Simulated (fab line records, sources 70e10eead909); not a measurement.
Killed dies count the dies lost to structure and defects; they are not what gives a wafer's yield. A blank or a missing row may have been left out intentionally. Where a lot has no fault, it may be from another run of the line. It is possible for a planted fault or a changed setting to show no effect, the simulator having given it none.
Struck lot and sound lot, side by side    flow nand_harc    14 steps out of a route of 1302
Sound: these wafers, L763.4, L763.5, L763.6. Wafers L773.1, L773.3, L773.4 were the ones struck. The cause is given at the end.
Per side, at each step with rows, come the tool, then ch with its chambers, and then its first start. Under that, the readings that differ: sound wafers    struck wafers    difference of the means    sigmas: that difference in standard deviations of wafers without a fault.
alike: words and numbers the same on both sides, and readings whose means are apart by under 2 such deviations; not compared: readings that were withheld, readings missing a value for some wafer, numbers with overlapping values and no deviation given by the record, and bounds like >300 which may hide the same value.
A row with sigmas, a row that says differs or no value, or rows on one side alone: a step with any of these is where the two part. Non-overlapping numbers with no deviation appear without sigmas and do not part them. Lack of a reading on every wafer of one side parts them only where that side has two or more wafers.

NHARC_A_CONTACT_ETCH_138: etches the open film in C4F8/O2/Ar, time 311 s, target depth 1914 nm.
  sound on har_cap_etch-01 ch 0,1, day 23 22:19; struck on har_cap_etch-01 ch 0,1, day 27 19:50
  alike: oes_air_line_au
  not compared: rf_hours_counter_h
then, 2 steps without rows for these wafers: NHARC_A_CONTACT_ETCH_139 (etches the open film in C4F8/O2/Ar, time 195 s, target depth 840 nm); NHARC_A_CONTACT_ETCH_92 (etches the open film in CH3F/O2, target depth 40 nm, time 85.7 s).
NHARC_A_CONTACT_ETCH_98: etches the open film in C4F6/O2, target depth 20 nm, time 10 s.
  sound on rie_diel-01 ch 0,1; struck on rie_diel-08 ch 1,2,3
  alike: c4f6_flow_sccm, drypump_motor_current_A, oes_product_au, rf_vpp_V, showerhead_plenum_p_Torr, throttle_valve_pct
  not compared: rf_hours_counter_h
NHARC_A_CONTACT_CD_MEAS_15:
  sound: cd_sem-02 at day 23 23:17; struck: cd_sem-02 at day 27 20:53
reading     sound              struck             difference  sigmas
cd_nm (nm)  189.0 188.5 188.7  190.2 190.2 190.0  +1.4        +3
then, 3 steps without rows for these wafers: NHARC_A_CONTACT_STRIP_107 (strips in N2/H2); NHARC_A_CONTACT_STRIP_108 (strips in CF4/CHF3); NHARC_A_CONTACT_STRIP_109 (strips in O2/COS).
NHARC_A_CONTACT_ETCH_110: etches the open film in CF4/O2, target depth 60 nm, overetch 6 nm, time 33 s.
  sound on rie_diel-01 ch 1,2,3, day 23 23:35; struck on rie_diel-01 ch 1,2,3, day 27 21:10
  alike: drypump_motor_current_A, oes_product_au, rf_vpp_V, showerhead_plenum_p_Torr, throttle_valve_pct
  not compared: rf_hours_counter_h
NHARC_A_CONTACT_STRIP_26: strips in O2.
  sound on rie_diel-01 ch 0,2,3; struck on rie_diel-01 ch 0,2,3
  alike: drypump_motor_current_A, oes_product_au, rf_vpp_V, showerhead_plenum_p_Torr, throttle_valve_pct
  not compared: rf_hours_counter_h
then, 1 step without rows for these wafers: NHARC_A_CONTACT_STRIP_27 (strips in post etch residue remover, time 600 s).
NHARC_A_CONTACT_ALD_18: deposits TiN, target thk 3 nm, pulse time 1 s, ald cycles 150.
  sound on ald_metal-04 ch 1,2,3, day 24 00:16; struck on ald_metal-03 ch 0,3, day 27 21:49
  alike: heater_power_w, precursor_pulse_height_rel
NHARC_A_CONTACT_CVD_19: deposits W, target thk 300 nm, time 802 s.
  sound on cvd_w-02 ch 0,1, day 24 00:48; struck on cvd_w-02 ch 0,1, day 27 22:04
  no value came back on the struck wafers for chamber_pressure_Torr (Torr), heater_power_outer_w (W), heater_power_w (W), throttle_valve_pct (%); on the sound wafers chamber_pressure_Torr (Torr) reads 40.07 39.93 39.98
NHARC_A_CONTACT_CMP_20: polishes, t overpolish 30 s, target thk 300 nm.
  sound on cmp-04 ch 0,1,2, day 24 01:23; struck on cmp-02 ch 0,2,3, day 27 22:58
reading                 sound           struck       difference  sigmas
time_to_endpoint_s (s)  58.7 60.7 57.2  1.7 1.3 0.1  -57.8       -22
  alike: motor_current_A, overpolish_run_s
  not compared: pad_life_wafers

WHERE THEY PART
Earliest at NHARC_A_CONTACT_CD_MEAS_15; latest, in this record, at NHARC_A_CONTACT_CMP_20.

WHY: the cause the simulator had injected
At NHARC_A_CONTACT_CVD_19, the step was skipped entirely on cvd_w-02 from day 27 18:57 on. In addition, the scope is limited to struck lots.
